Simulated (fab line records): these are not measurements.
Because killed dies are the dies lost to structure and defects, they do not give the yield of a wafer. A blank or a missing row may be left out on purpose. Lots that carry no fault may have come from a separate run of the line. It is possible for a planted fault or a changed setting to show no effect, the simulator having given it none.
Struck lot and sound lot, side by side ; flow nandHarc ; 15 steps out of a route of 1159
Sound: these wafers, L798.1, L798.3, L798.6. The struck wafers were L803.2, L803.3, L803.6. The cause is given at the end.
Order at every step that has rows: each side's tool, ch and its chambers, its first start. Under that, the readings that differ: sound wafers ; struck wafers ; difference of the means ; sigmas: that difference in standard deviations of wafers without a fault.
alike: same words and numbers on both sides, and readings whose means sit less than 2 such deviations apart. not compared: any withheld reading, any reading some wafer has no value for, any bound like >300 that may hide the same value, and any number with overlapping values for which the record gives no deviation.
A row with sigmas, a row that says differs or no value, or rows on one side alone: a step with any of these is where the two part. Numbers that don't overlap but have no deviation are shown without sigmas and don't part them. A reading missing from all wafers of one side parts the sides only when that side holds two or more wafers.

NHARC_THIN_TSV_GRIND_00:
  sound on grinder-01 ch 0, day 20 07:10; struck on grinder-01 ch 0, day 22 04:31
  alike: headPressurePsi, motorCurrentA
NHARC_THIN_TSV_CMP_01: polishes.
  sound on cmp-01 ch 0,1, day 20 08:47; struck on cmp-01 ch 1,2,3, day 22 05:36
  alike: motorCurrentA
NHARC_THIN_TSV_THK_MEAS_02: measures by ir.
  struck on filmMetro-02, day 22 05:49; sound on filmMetro-01, day 20 09:02
  alike: thkNm
then, 3 steps without rows for these wafers: NHARC_THIN_TSV_SRD_03; NHARC_THIN_TSV_PRECLEAN_41 (cleans in SC1); NHARC_THIN_TSV_SRD_42.
NHARC_THIN_TSV_DEP_43: deposits SiO2, target thk 1328.5 nm.
  sound on pecvd-02 ch 0,2, day 20 09:17; struck on pecvd-03 ch 0,1,2, day 22 06:07
  alike: chamberPressureTorr, rfFwdPowerW, showerheadVppV, throttleValvePct
then, 5 steps without rows for these wafers: NHARC_THIN_TSV_DEHYDRATE_04 (time 120 s); NHARC_THIN_TSV_HMDS_05 (time 30 s); NHARC_THIN_TSV_COAT_06; NHARC_THIN_TSV_SOFTBAKE_07 (time 95 s); NHARC_THIN_TSV_EBR_08.
NHARC_THIN_TSV_EXPOSE_09: exposes mask TSV.
  sound on krfScanner-02 ch 0, day 20 09:57; struck on krfScanner-01 ch 0, day 22 06:37
reading;sound;struck;difference;sigmas
model.THIN_TSV.overlayXNm (nm);4.296 4.296 4.296;54.15 54.15 54.15;+49.85;
  alike: mask, focusOffsetNm, stageVelMmS
then, 1 step without rows for these wafers: NHARC_THIN_TSV_PEB_10 (peb time 85 s).
NHARC_END_SORT_01:
  sound on prober-02 ch 0, day 21 02:23; struck on prober-01 ch 0, day 22 22:37
  alike: defectLimitedYield, killedAtArray, killedAtOther, killedAtPeriphery, killedDies, killedOpen, killedShort, sort_bin_2_pct, sort_bin_3_pct, sort_bin_4_pct, sortNPass, sortRimYieldPct, sortYieldPct

## WHERE THEY PART
Nowhere in this record.

WHY: what the simulator had put in
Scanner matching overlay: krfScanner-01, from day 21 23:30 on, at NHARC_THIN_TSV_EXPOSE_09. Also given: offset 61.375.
